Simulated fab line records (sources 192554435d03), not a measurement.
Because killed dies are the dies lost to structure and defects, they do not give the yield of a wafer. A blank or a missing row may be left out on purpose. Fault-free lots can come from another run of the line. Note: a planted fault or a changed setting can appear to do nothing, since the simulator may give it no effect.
fab line records | flow n5-finfet
record: lots: 4 wafers: 12 last-day: 16
route steps=1938 shown BEOL_M13@1692 BEOL_M14@1716 PASSIVATION@1936
lots untouched by any fault: they come from a run of this same line in which no faults occurred
start-h: start of the lot's first displayed wafer, in hours after the record's first day | wait-h: hours from the lot's prior step to this one | " as in the row above | L1.1+2: several wafers, shown together as one row | - either no value or no given start | * or withheld: withheld | < > ~ a bound
route shown NAME@n: NAME is a module with steps in the file, n the number in the route of the first one | usual: the fault-free wafers' mean and standard deviation | same: alike in all rows | chamber/n: place in a boat | sites: each site's reading | _std_site: standard deviation of those values | _edge_site: the outer-site mean with the inner-site mean subtracted | radius-mm: for every site, how far away it sits from the centre of the wafer | mask NAME#n: copy n | behind: the most recent tool/chamber to have shaped the wafer | hold: why the lot went on hold/how many hours it stayed there/how the hold came to an end | device: the n, p or np transistor that did not switch | end of line: at the end of the route, the tests of the same wafers | where a step has no rows: the recipe by itself | killed: dies that structure and defects cost at the first sort, which is not the same as the wafer's yield | map: dies across one wafer; x = killed, . = not, _ = none there
set.NAME: the setting as run; set.NAME@STEP: as run at that earlier step | model.NAME: the simulator's own value behind a step, which no gauge read
lots at selected steps of the route; one table per step, one row per wafer
== steps ==
step: N5_BEOL_M13_DESCUM_33
recipe: chemistry: O2 time-s: 7.9 source-power-w: 50 bias-power-w: 20 pressure-mtorr: 20 rf-frequency-hz: 2.712e+07 temp-c: 40 o2-flow-sccm: 225
step: N5_BEOL_M13_ETCH_67
recipe: chemistry: CF4 target: SiARC target-depth-a: 1430 time-s: 238.3 ion-energy-ev: 80 pressure-mtorr: 40 source-w: 545 bias-w: 36 Ar_flow_sccm: 100 cf4-flow-sccm: 100 ends: cleared
step: N5_BEOL_M13_ETCH_68
recipe: chemistry: N2/H2 target: SOC mask-material: SiARC source-w: 3000 bias-w: 350 temp-c: 40 time-s: 355 ion-energy-ev: 200 pressure-mtorr: 30 n2-flow-sccm: 200 h2-flow-sccm: 200
step: N5_BEOL_M13_STRIP_69
recipe: chemistry: N2/H2 temp-c: 40 n2-flow-sccm: 200 h2-flow-sccm: 200 rf-frequency-hz: 6e+07
step: N5_BEOL_M13_TRENCH_ETCH_34
recipe: chemistry: C4F8/O2/Ar target: SiOC target-depth-a: 4134.7 mask-material: SOC pressure-mtorr: 30 source-w: 3000 bias-w: 700 Ar_flow_sccm: 400 C4F8_flow_sccm: 15 O2_flow_sccm: 8 he-inner-torr: 15 he-outer-torr: 30 time-s: 162.6 ion-energy-ev: 250
step: N5_BEOL_M13_STRIP_70
recipe: chemistry: C4F8/O2/Ar resist: SiARC rf-frequency-hz: 6e+07
step: N5_BEOL_M13_STRIP_37
recipe: chemistry: N2/H2 power-w: 1000 temp-c: 250 h2-frac: 0.65 overash-fraction: 0.3 pressure-mtorr: withheld n2-flow-sccm: 1750 h2-flow-sccm: 3250
step: N5_BEOL_M13_ETCH_38
recipe: chemistry: CF4/N2 target: SiCN target-depth-a: 675 taper-deg: 2 time-s: 71.9 ion-energy-ev: 150 mask-material: SiO2 pressure-mtorr: 40 source-w: 430 bias-w: 70 Ar_flow_sccm: 100 cf4-flow-sccm: 60 n2-flow-sccm: 60
step: N5_BEOL_M13_PRECLEAN_39
recipe: chemistry: residue-remover time-s: 60 temp-c: 40
step: N5_BEOL_M13_SRD_40
recipe: time-s: 30 temp-c: 23 rinse-liquid: diw dry: n2-spin spin-rpm: 1500 dry-time-s: 30
step: N5_BEOL_M13_DEGAS_41
recipe: ambient: vacuum temp-c: 250 time-s: 60
step: N5_BEOL_M13_PRE_CLEAN_42
recipe: gas: H2/He time-s: 30 temp-c: 250
usual: heater-power-w: 317/22
columns lot.wafer tool chamber start-h wait-h heater-power-w
L724.1 pvd-sputter-03 - 286.06 0.0 337
L724.4 " - " " 300
L724.5 " - " " 309
L725.1 pvd-sputter-03 - 290.30 0.0 296
L725.5 " - " " 342
L725.6 " - " " 315
L728.3 pvd-sputter-03 - 298.62 0.0 315
L728.4 " - " " 337
L728.5 " - " " 336
L733.4 pvd-sputter-02 - 341.58 0.0 310
L733.5 " - " " 288
L733.6 " - " " 291
step: N5_BEOL_M13_SPUTTER_43
recipe: material: TaN target-thk-a: 150 temp-c: 50 bias-v: 168.6 power-w: 15000 chamber-pressure-pa: 0.12 time-s: 24.19
step: N5_BEOL_M13_SPUTTER_44
recipe: material: Ta target-thk-a: 100 temp-c: 50 bias-v: 80 power-w: 15000 chamber-pressure-pa: 0.07 time-s: 16.13
step: N5_BEOL_M13_SPUTTER_45
recipe: material: Cu target-thk-a: 800 temp-c: -20 bias-v: 60 power-w: 26000 chamber-pressure-pa: 0.13 time-s: 13.33
step: N5_BEOL_M13_ECD_47
recipe: material: Cu target-thk-a: 9360
step: N5_BEOL_M13_ANNEAL_48
recipe: temp-c: 225 time-s: 90 ambient: N2
step: N5_BEOL_M13_CMP_49
recipe: stop-on: SiOC t-overpolish-s: 17.1 down-force-psi: 1 platen-rpm: 50 clearing-platen-down-force-psi: 1.5 clearing-platen-rpm: 50 post-cmp-clean: cu-alkaline target-thk-nm: 420 clearing-platen-pad-velocity-m-s: 0.99484 pad-velocity-m-s: 0.99484
step: N5_BEOL_M13_PRE_CLEAN_52
recipe: gas: NH3 time-s: 15 temp-c: withheld rf-power-w: 300
step: N5_BEOL_M13_DEP_53
recipe: material: SiCN target-thk-a: 500 temp-c: withheld precursor: 3MS/NH3 pressure-torr: 3 rf-w: 675 time-s: 17.8
step: N5_BEOL_M14_ILD_DEP_00
recipe: material: SiO2 target-thk-a: 11193 temp-c: 400 precursor: TEOS/O2 pressure-torr: 6.5 rf-w: 900 teos-flow-sccm: 161.4 gas: O2 flow-sccm: 2650 time-s: 237.4
step: N5_BEOL_M14_COAT_58
recipe: resist: BARC temp-c: 205 time-s: 60 spin-rpm: 1500 resist-thk-nm: 89
step: N5_BEOL_M14_COAT_04
recipe: spin-rpm: 1704 resist-thk-nm: 800
step: N5_BEOL_M14_EBR_06
recipe: solvent: PGMEA ebr-width-mm: 1.5
step: N5_BEOL_M14_SOFTBAKE_05
recipe: temp-c: 130 time-s: 60
step: N5_BEOL_M14_EXPOSE_07
recipe: mask-id: V13 na: 0.8 source-shape: annular sigma-inner: 0.5 sigma-outer: 0.8 polarization: unpolarized attpsm-phase-deg: 180 dose-mj: 57
step: N5_BEOL_M14_PEB_08
recipe: peb-temp-c: 130 peb-time-s: 90
step: N5_BEOL_M14_DEVELOP_09
recipe: develop-time-s: 45 rinse-liquid: diw dry: air-spin dev-temp-c: 21
step: N5_BEOL_M14_HARDBAKE_14
recipe: temp-c: 130 time-s: 120
step: N5_BEOL_M14_DESCUM_15
recipe: chemistry: O2 time-s: 7.9 source-power-w: 50 bias-power-w: 20 pressure-mtorr: 20 rf-frequency-hz: 2.712e+07 temp-c: 40 o2-flow-sccm: 225
step: N5_BEOL_M14_ETCH_59
recipe: chemistry: N2/H2 target: BARC target-depth-a: 890 overetch-a: 267 time-s: 67.9 ion-energy-ev: 200 pressure-mtorr: 30 source-w: 840 bias-w: 150 n2-flow-sccm: 200 h2-flow-sccm: 200
step: N5_BEOL_M14_VIA_ETCH_16
recipe: chemistry: C4F8/O2/Ar target: SiO2 he-inner-torr: 15 he-outer-torr: 30 target-depth-a: 12313 time-s: withheld ion-energy-ev: 800 pressure-mtorr: 20 source-w: 1905 bias-w: 2040 Ar_flow_sccm: 400 C4F8_flow_sccm: 16 O2_flow_sccm: 12 ends: cleared
step: N5_BEOL_M14_STRIP_63
recipe: chemistry: O2 power-w: 600 temp-c: 60 pressure-mtorr: 30 rf-frequency-hz: 6e+07 bias-power-w: 0 overash-fraction: 0.3 o2-flow-sccm: 225
step: N5_BEOL_M14_STRIP_64
recipe: chemistry: O2 power-w: 600 temp-c: 60 pressure-mtorr: 30 rf-frequency-hz: 6e+07 bias-power-w: 0 overash-fraction: 0.3 o2-flow-sccm: 225
step: N5_PASSIVATION_PROBE_49
usual: defect-limited-yield: 91.3/1.5 killed_at_M0_to_M3: 31/11 killed_at_M4_up: 14/5.1 killed-at-contacts: 12/5.6 killed-at-front-end: 42/12 killed-at-other: 3.8/2.9 killed-dies: 103/18 killed-on-rim: 14/4.5 killed-open: 67/14 killed-short: 33/8 sort_bin_5_function: 5.1/1 sort_bin_6_memory: 3.2/0.75 sort-n-pass: 1077/18 sort-yield-pct: 91.3/1.5
same: gross-dies: 1180 killed-at-back-side: 0 sort_bin_4_leakage[%]: 0 sort_bin_8_speed[%]: 0
columns lot.wafer tool chamber start-h wait-h defect-limited-yield[%] killed_at_M0_to_M3 killed_at_M4_up killed-at-contacts killed-at-front-end killed-at-other killed-dies killed-on-rim killed-open killed-short sort_bin_5_function[%] sort_bin_6_memory[%] sort-n-pass sort-yield-pct[%]
L725.1 prober-02 - 315.82 0.0 88.4 17 78 18 23 1 137 26 54 23 7.1 3.3 1043 88.4
L725.5 prober-02 - 316.02 0.2 87.5 22 57 15 51 2 147 21 70 24 8.6 3.2 1033 87.5
L725.6 prober-02 - 316.07 0.3 84.2 30 95 12 49 1 187 28 66 27 10.6 3.6 993 84.2
L728.3 prober-01 - 326.36 0.1 81.8 50 102 5 54 4 215 28 69 42 11.2 4.3 965 81.8
L728.4 prober-01 - 326.41 0.2 87.3 41 62 4 40 3 150 30 68 34 8.6 2.9 1030 87.3
L728.5 prober-01 - 326.46 0.2 84.7 58 73 10 38 2 181 38 93 41 8.6 5.2 999 84.7
killed by level:class
L725.1 BEOL_M13:unspecified=55 BEOL_M4:geometric-particle:open=17 MOL_CONTACT_COAG:geometric-particle:open=14 BEOL_M1:geometric-particle:open=7 STI_FIN_REVEAL:geometric-particle:open=5 MOL_CONTACT_COAG:geometric-particle:short=4 BEOL_M0_SAQP:geometric-particle:short=4 FIN_SAQP:geometric-particle:short=3
L725.5 BEOL_M13:unspecified=53 FIN_SAQP:geometric-particle:open=20 MOL_CONTACT_COAG:geometric-particle:open=13 STI_FIN_REVEAL:geometric-particle:open=9 BEOL_M1:geometric-particle:open=8 FIN_SAQP:geometric-particle:short=4 BEOL_M0_SAQP:geometric-particle:open=4 DUMMY_GATE:geometric-particle:open=3
L725.6 BEOL_M13:unspecified=89 STI_FIN_REVEAL:geometric-particle:open=15 BEOL_M0_SAQP:geometric-particle:open=11 MOL_CONTACT_COAG:geometric-particle:open=9 STI_FIN_REVEAL:geometric-particle:short=7 BEOL_M0_SAQP:geometric-particle:short=7 BEOL_M3:geometric-particle:open=7 FIN_SAQP:geometric-particle:short=4
L728.3 BEOL_M13:unspecified=90 BEOL_M0_SAQP:geometric-particle:open=16 BEOL_M0_SAQP:geometric-particle:short=16 HKMG_FIN:area-etch=13 BEOL_M1:geometric-particle:open=9 STI_FIN_REVEAL:geometric-particle:open=6 ILD0:geometric-particle:open=6 BEOL_M2:geometric-particle:open=5
L728.4 BEOL_M13:unspecified=48 BEOL_M0_SAQP:geometric-particle:open=13 FIN_SAQP:geometric-particle:open=11 FIN_SAQP:geometric-particle:short=8 BEOL_M0_SAQP:geometric-particle:short=8 BEOL_M3:geometric-particle:open=7 DUMMY_GATE:geometric-particle:open=6 BEOL_M1:geometric-particle:open=6
L728.5 BEOL_M13:unspecified=44 BEOL_M0_SAQP:geometric-particle:open=17 BEOL_M4:geometric-particle:open=16 BEOL_M0_SAQP:geometric-particle:short=15 BEOL_M1:geometric-particle:open=8 MOL_CONTACT_COAG:geometric-particle:open=7 BEOL_M2:geometric-particle:open=7 ILD0:geometric-particle:open=6
map L725.6 (x killed, . not)
_________________....x.......________________
______________..............x..._____________
___________..................x...x.__________
__________........x................x_________
________....x.......................x._______
_______...x......x.....................______
______....................x............._____
_____........x..........x................____
____......x................x...x........x.___
___......x..............................x..__
___....x.....................x....x........__
__....x...x..x........x.......xx.x.x........_
__...........................x.............._
_.......x.......x............................
_......x..............x..x...x....x.........x
_...x.....x.....x.....x.x...x..............x.
_.........x.......................x...x..x...
_..................x..........x..............
_..xx..x........x.x..............x.x.........
_................x.x.....x...................
_......................x.x...x............x..
__.........................................._
__x.........x..x...x......x................x_
___x..x.........x..........x..x............__
___...........x....x........xxx.x...x.x....__
____...........xx.........x..xxxxxx.......___
_____.................xxx.xx.xxx.x.xx....____
______x...............x.xxxxxxxxxxxx.xx._____
_______.................xxxxxxxxxxxx.x.______
________......xx...x....xxxxxxxxxxxx.._______
__________.x...x.......xxxxxxxxxxxxx_________
___________.........x.xx.x.xxxxxxxx__________
______________..x.....xx.x.xxxxx_____________
_________________..x......x..________________
map L728.3 (x killed, . not)
_________________......x.x.x.________________
______________.x...x.x...x.x...._____________
___________.....x...........x......__________
__________...x........xx..x....x...._________
________x...x..x....................x._______
_______.........xx...x................x______
______....x.....x.........x.......x....._____
_____............x....x........x..x......____
____..xx........x.......xx......xx...xx...___
___xx........x..x.x....x..xx.........x..x.x__
___.........x....x.............x...........__
__.........................................x_
__..x.......x.x...........x......x.....x...x_
_.......x........x........x.....x.......xx..x
_..............................x..x........x.
_........x....x........................x.....
_..x........x...............x................
_..x.................x............x...x......
_....x.......x......x..x..............x......
_............................................
_..................x....x..........x.........
__x............x.........xx..x.x............_
__...................x......................_
___..x..........x.x...x.x.x.x...x....x...x.__
___....x.......x....x.....x.xxx..x.x..x....__
____........x..........x.xxxxxxxxxx.x.....___
_____............x.......x..xxxxxxxx.....____
______....x......x...x..x.xxxxxxxxxxxx.._____
_______........x.......xxxxxxxxxxxxxx..______
________x................xxxxxxxxx.xx._______
__________......xxx.....xx.xxxxxxxxx_________
___________..............xxxxxxxxxx__________
______________.........xx..xxxxx_____________
_________________.........x..________________
== key ==
first-sign: step: N5_PASSIVATION_PROBE_49 reading: killed_at_M4_up direction: up sigmas: 12 usual: 14 struck: 78
effect: step: N5_PASSIVATION_PROBE_49 reading: killed-dies direction: up sigmas: 3.7 usual: 103 struck: 170
more-kills-born-at: N5_BEOL_M13_PRE_CLEAN_42@pvd-sputter-03: 379
met-at N5_BEOL_M13_PRE_CLEAN_42
struck-wafers L725.1,L725.5,L725.6,L728.3,L728.4,L728.5
baseline-loss: step: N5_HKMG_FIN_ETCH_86 wafers: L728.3
onset-between 286.06 290.30
fault: kind: chamber-particle-source tool: pvd-sputter-03 chamber: - onset-h: 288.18 steps: N5_BEOL_M13_PRE_CLEAN_42 rate-per-visit-cm2: 0.48011
baseline-loss: these wafers lose ten dies or more at that step, a loss of the line's own and not of a fault; the sort's usual values leave them out
